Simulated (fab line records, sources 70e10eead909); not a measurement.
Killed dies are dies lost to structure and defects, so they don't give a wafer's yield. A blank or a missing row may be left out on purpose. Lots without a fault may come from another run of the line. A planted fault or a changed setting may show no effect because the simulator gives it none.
Chamber matching | flow nand_harc | NHARC_A_BLC_ALD_23 on ald_metal-02: 4 sister chambers
The step deposits TiN, target thk 3 nm, pulse time 1 s, ald cycles 150. 8 wafers are shown with their chamber, then 9 later ones without.

WAFERS WITH THEIR CHAMBER
wafer  | chamber | heater_power_w (W) | precursor_pulse_height_rel
L074.1 | 0       | 939                | 1.030
L078.1 | 0       | 972                | 1.058
L078.5 | 2       | 983                | 0.993
L081.1 | 1       | 1119               | 0.986
L081.4 | 2       | 989                | 1.011
L085.2 | 1       | 1130               | 0.988
L085.3 | 3       | 1235               | 0.997
L085.6 | 3       | 1192               | 0.975

WAFERS WITHOUT THEIR CHAMBER
wafer  | heater_power_w (W) | precursor_pulse_height_rel
L092.2 | 996                | 0.989
L092.5 | 933                | 0.979
L092.6 | 1121               | 0.981
L094.2 | 991                | 0.985
L094.3 | 1193               | 0.979
L094.4 | 1127               | 1.021
L097.2 | 1157               | 0.992
L097.5 | 1141               | 1.003
L097.6 | 960                | 0.988

WHICH CHAMBER EACH WENT THROUGH
wafer  | from the rows above     | in truth
L092.2 | 2                       | 2
L092.5 | can't be placed: 2 or 0 | 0
L092.6 | 1                       | 1
L094.2 | 2                       | 2
L094.3 | 3                       | 3
L094.4 | 1                       | 1
L097.2 | can't be placed: 1 or 3 | 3
L097.5 | 1                       | 1
L097.6 | 2                       | 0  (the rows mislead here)
Placed correctly: 6 of 9. Can't be placed from these rows: 2 (the true chamber is among the candidates in 2). Placed wrongly: 1.
How it was worked out, from the rows above alone: a wafer's distance from a chamber is the root of the sum, over the readings, of the square of ((its reading less the chamber's mean) divided by the reading's scatter). The wafer belongs to the nearest chamber; if the next one is less than 2 further off, it can't be placed. A chamber's mean is the mean of its shown wafers. The scatter: the root of (the sum of the squares of (reading less its chamber's mean) over the shown wafers, divided by (wafers less chambers)).
